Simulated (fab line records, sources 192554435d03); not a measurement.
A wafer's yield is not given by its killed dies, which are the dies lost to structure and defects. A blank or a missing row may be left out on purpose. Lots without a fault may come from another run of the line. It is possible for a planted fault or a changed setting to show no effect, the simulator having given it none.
Which tool was responsible? -- flow n5 finfet -- Sampling: 8 lots, 21 wafers, 6 of 1938 route steps

== WHAT EACH GAUGE READ, for each wafer ==
N5_SD_EPI_P_OVL_MEAS_10. Usual: SD_P_BLK_OVL typically reads 0.6 nm, with standard deviation 0.64.
lot,measured,on,SD_P_BLK_OVL (nm),flag
L880,day 3 06:39,overlay-02,0.2 0.2 -0.9,
L888,day 5 07:27,overlay-01,-0.7 0.5 -0.6,
L894,day 6 16:53,overlay-01,-0.6 -0.4 0.6,
L895,day 7 01:16,overlay-02,-0.2 0.9,
L897,day 7 12:18,overlay-02,0.3 0.1,
L899,day 8 00:11,overlay-02,1.0 1.4,
L900,day 8 11:46,overlay-02,0.2 -0.8 0.3,
L901,day 8 17:53,overlay-01,0.8 0.9 1.0,

N5_BEOL_M4_RC_MEAS_101. Usual: DIBL_N 36.6 mV/V, standard deviation 1.3; DIBL_P 36.4 mV/V, standard deviation 1.4; IOFF_N 0.167 nA/um, standard deviation 0.023; IOFF_P 0.219 nA/um, standard deviation 0.029; ION_N 678 uA/um, standard deviation 8.7; ION_P 464 uA/um, standard deviation 6.4; SS_N 71.5 mV/dec, standard deviation 0.53; SS_P 73.4 mV/dec, standard deviation 0.57; VT_N 248.5 mV, standard deviation 2.8; VT_P -249 mV, standard deviation 3.1.
lot,measured,on,DIBL_N (mV/V),DIBL_P (mV/V),IOFF_N (nA/um),IOFF_P (nA/um),ION_N (uA/um),ION_P (uA/um),SS_N (mV/dec),SS_P (mV/dec),VT_N (mV),VT_P (mV),flag
L880,day 8 17:11,prober-01,37.4 37.8 36.8,37.4 37.4 36.8,0.195 0.193 0.171,0.237 0.224 0.216,697 690 683,467 465 465,72.2 70.9 71.2,73.3 72.9 73.5,243.2 245.4 248.1,-248 -249 -250,
L888,day 11 14:48,prober-02,35.0 37.0 37.8,34.1 36.9 37.1,0.133 0.166 0.169,0.192 0.239 0.238,666 681 669,462 471 459,70.6 71.8 71.9,72.9 73.5 73.4,252.4 247.1 250.5,-249 -247 -246,
L894,day 13 20:31,prober-01,34.8 35.6 36.5,34.5 36.9 36.5,0.142 0.159 0.169,0.195 0.228 0.222,661 675 670,454 461 459,71.8 70.3 71.2,73.4 73.5 73.4,250.3 249.4 247.3,-251 -247 -246,
L895,day 13 08:50,prober-02,37.3 38.8,36.1 38.8,0.187 0.219,0.241 0.290,675 681,464 468,72.4 72.3,73.5 75.0,248.6 245.4,-245 -244,
L897,day 14 22:52,prober-02,35.9 37.9,35.8 39.4,0.145 0.187,0.185 0.237,671 676,463 460,70.8 71.9,72.9 74.0,248.9 245.3,-254 -249,
L899,day 14 18:17,prober-01,36.4 37.5,36.8 38.0,0.165 0.173,0.212 0.237,667 670,458 463,71.5 71.5,73.0 73.5,246.2 247.3,-250 -248,
L900,day 14 22:31,prober-01,39.3 37.9 37.2,37.6 37.0 36.2,0.193 0.165 0.149,0.207 0.200 0.180,689 679 672,461 466 456,71.7 71.7 71.6,74.3 73.7 73.5,245.8 249.2 252.1,-252 -253 -255,
L901,day 15 15:37,prober-01,37.1 37.7 36.9,39.1 38.4 38.3,0.171 0.176 0.168,0.247 0.233 0.222,674 675 678,463 465 466,72.1 72.4 71.7,73.3 73.7 73.8,249.8 250.0 252.3,-248 -248 -251,

== WHICH TOOL RAN EACH LOT (tool, then ch and the chambers of the sampled wafers, then the start) ==
lot,N5_SDB_ETCH_18,N5_SDB_HM_OPEN_20,N5_SDB_STRIP_22,N5_SDB_CMP_30
L880,"rie diel-01 ch 0,1, day 3 18:15","rie diel-01 ch 0,1, day 3 18:25","plasma asher-02 ch 0, day 3 18:29","cmp-02 ch 0,1, day 3 21:53"
L888,"rie diel-01 ch 0,1,3, day 5 18:54","rie diel-01 ch 0,1,3, day 5 19:04","plasma asher-01 ch 0,1, day 5 19:08","cmp-04 ch 0,1, day 5 22:37"
L894,"rie diel-04 ch 1,2,3, day 7 06:00","rie diel-04 ch 1,2,3, day 7 06:09","plasma asher-01 ch 0,1, day 7 06:14","cmp-03 ch 0,1,3, day 7 10:08"
L895,"rie diel-01 ch 0,1, day 7 12:46","rie diel-01 ch 0,1, day 7 12:55","plasma asher-01 ch 0, day 7 13:05","cmp-02 ch 0,2, day 7 16:21"
L897,"rie diel-01 ch 0,2, day 8 01:23","rie diel-01 ch 0,2, day 8 01:33","plasma asher-01 ch 1, day 8 01:43","cmp-03 ch 0,2, day 8 04:59"
L899,"rie diel-01 ch 1,3, day 8 11:49","rie diel-01 ch 1,3, day 8 11:58","plasma asher-01 ch 0,1, day 8 12:05","cmp-03 ch 1,3, day 8 15:49"
L900,"rie diel-05 ch 0,1,2, day 8 23:43","rie diel-05 ch 0,1,2, day 8 23:52","plasma asher-01 ch 0,1, day 9 07:04","cmp-03 ch 0,1,2, day 9 10:35"
L901,"rie diel-05 ch 1,2,3, day 9 05:28","rie diel-05 ch 1,2,3, day 9 05:38","plasma asher-01 ch 0,1, day 9 07:38","cmp-03 ch 2,3, day 9 10:50"
- N5_SDB_ETCH_18: etches SOC in N2/H2, target depth 100 nm, overetch 20 nm, time 150 s.
- N5_SDB_HM_OPEN_20: chemistry CH3F/O2, target SiNx, stops on poly-Si, target depth 24 nm.
- N5_SDB_STRIP_22: strips in N2/H2.
- N5_SDB_CMP_30: polishes, stops on poly-Si, t overpolish 1.54 s, target thk 30 nm.

== WHAT THE TOOLS THEMSELVES READ (means of the sampled wafers that have a number; where no wafer has one, the mark that the record gives instead) ==
N5_SDB_ETCH_18. Usual: for drypump motor current A, 5.8 A with a standard deviation of 0.51; for oes product au, 0.70 a.u. with a standard deviation of 0.066; for rf fwd power W, 837.1 W with a standard deviation of 2.6; for rf vpp V, 524.4 V with a standard deviation of 1.9; for showerhead plenum p Torr, 2.56 Torr with a standard deviation of 0.063; for temp c, 40.00 C with a standard deviation of 0.11; for throttle valve pct, 17.94 % with a standard deviation of 0.16.
lot,tool,drypump motor current A (A),oes product au (a.u.),rf fwd power W (W),rf vpp V (V),showerhead plenum p Torr (Torr),temp c (C),throttle valve pct (%),flag
L880,rie diel-01,6.2,0.80,834.1,523.3,2.52,40.10,17.77,
L888,rie diel-01,5.8,0.74,839.1,524.4,2.54,39.95,17.94,
L894,rie diel-04,5.8,0.70,833.6,523.9,2.55,40.00,17.95,
L895,rie diel-01,6.1,0.73,834.4,523.8,2.52,39.86,17.89,
L897,rie diel-01,5.8,0.70,833.2,524.9,2.54,39.97,17.73,
L899,rie diel-01,5.4,0.69,837.8,523.5,2.55,40.08,18.10,
L900,rie diel-05,6.2,0.69,837.8,526.1,2.62,40.07,17.96,
L901,rie diel-05,6.2,0.69,836.6,522.9,2.54,40.13,17.95,

N5_SDB_HM_OPEN_20. Usual: drypump motor current A 5.8 A, standard deviation 0.51; mfc ar sccm 150.0 sccm, standard deviation 0.41; oes_ar_750_au 0.78 a.u., standard deviation 0.073; oes product au 0.63 a.u., standard deviation 0.059; rf fwd power W 392.1 W, standard deviation 1.6; rf vpp V 298 V, standard deviation 3.3; showerhead plenum p Torr 2.02 Torr, standard deviation 0.048; throttle valve pct 16.44 %, standard deviation 0.15.
lot,tool,drypump motor current A (A),mfc ar sccm (sccm),oes_ar_750_au (a.u.),oes product au (a.u.),rf fwd power W (W),rf vpp V (V),showerhead plenum p Torr (Torr),throttle valve pct (%),flag
L880,rie diel-01,6.2,150.1,0.89,0.72,391.6,299,1.98,16.26,
L888,rie diel-01,5.8,149.9,0.83,0.67,391.0,295,1.99,16.41,
L894,rie diel-04,5.8,149.9,0.78,0.63,392.2,298,2.01,16.45,
L895,rie diel-01,6.0,149.8,0.81,0.65,392.1,298,1.98,16.36,
L897,rie diel-01,5.8,150.5,0.77,0.60,391.6,302,2.01,16.30,
L899,rie diel-01,5.5,150.2,0.77,0.58,393.7,296,2.00,16.57,
L900,rie diel-05,6.1,150.0,0.77,0.63,392.8,298,2.06,16.43,
L901,rie diel-05,6.2,150.1,0.77,0.64,392.7,296,2.00,16.46,

N5_SDB_STRIP_22. Usual: drypump motor current A 5.75 A, standard deviation 0.1; heater power w 343 W, standard deviation 22; oes product au 0.715 a.u., standard deviation 0.0042; strip time to endpoint s 96.3 s, standard deviation 0.31; temp c 249.96 C, standard deviation 0.17.
lot,tool,drypump motor current A (A),heater power w (W),oes product au (a.u.),strip time to endpoint s (s),temp c (C),flag
L880,plasma asher-02,5.93,347,0.714,96.1,250.08,
L888,plasma asher-01,5.70,346,0.719,96.0,249.90,
L894,plasma asher-01,5.68,345,0.716,96.0,249.87,
L895,plasma asher-01,5.66,364,0.710,94.8,249.94,OFF
L897,plasma asher-01,5.75,342,0.714,94.6,249.86,OFF
L899,plasma asher-01,5.69,348,0.719,94.5,250.06,OFF
L900,plasma asher-01,5.71,353,0.712,96.0,250.09,
L901,plasma asher-01,5.69,355,0.711,96.1,249.97,

N5_SDB_CMP_30. Usual: motor current A 12.2 A, standard deviation 1.4; overpolish run s 1.539 s, standard deviation 0.0093; platen rpm 51.80 rpm, standard deviation 0.034; slurry flow ml min 149.9, standard deviation 0.47; time to endpoint s 17.0 s, standard deviation 2.1.
lot,tool,motor current A (A),overpolish run s (s),platen rpm (rpm),slurry flow ml min,time to endpoint s (s),flag
L880,cmp-02,12.2,1.542,51.83,149.9,14.0,
L888,cmp-04,12.9,1.539,51.78,150.0,17.1,
L894,cmp-03,11.1,1.540,51.76,150.0,17.7,
L895,cmp-02,11.8,1.540,51.81,150.2,18.0,
L897,cmp-03,11.9,1.546,51.80,149.7,13.8,
L899,cmp-03,11.7,1.537,51.81,149.6,13.1,
L900,cmp-03,12.4,1.533,51.77,149.7,16.4,
L901,cmp-03,13.7,1.544,51.80,149.8,18.0,

== THE ANSWER, worked out from the rows above alone ==
Rule: a lot counts as off when the mean over its wafers that have a number is more than 3 standard deviations away from the usual mean. Also off: a lot with no number at a reading for which 4 or more lots have one. The other lots that the step has rows for count as sound. The gauges are gone through in route order, then the tools' own readings, and for those a lot's mean is taken as printed above. At the first step where some lot is off, the reading lying furthest off is the one used; lots without a number count as furthest.
Off: L895, L897, L899, at N5_SDB_STRIP_22 (strip time to endpoint s).
If a tool, at that step or one of the process steps before it, ran each lot that is off and ran no sound lot following the first of them, it fits. One fits: rie diel-01 at N5_SDB_ETCH_18 and N5_SDB_HM_OPEN_20. At N5_SDB_ETCH_18 its last sound lot is L888 (day 5 18:54), its first lot that is off L895 (day 7 12:46): a fault that began between those two fits.

== WHAT HAD BEEN PUT IN BY THE SIMULATOR ==
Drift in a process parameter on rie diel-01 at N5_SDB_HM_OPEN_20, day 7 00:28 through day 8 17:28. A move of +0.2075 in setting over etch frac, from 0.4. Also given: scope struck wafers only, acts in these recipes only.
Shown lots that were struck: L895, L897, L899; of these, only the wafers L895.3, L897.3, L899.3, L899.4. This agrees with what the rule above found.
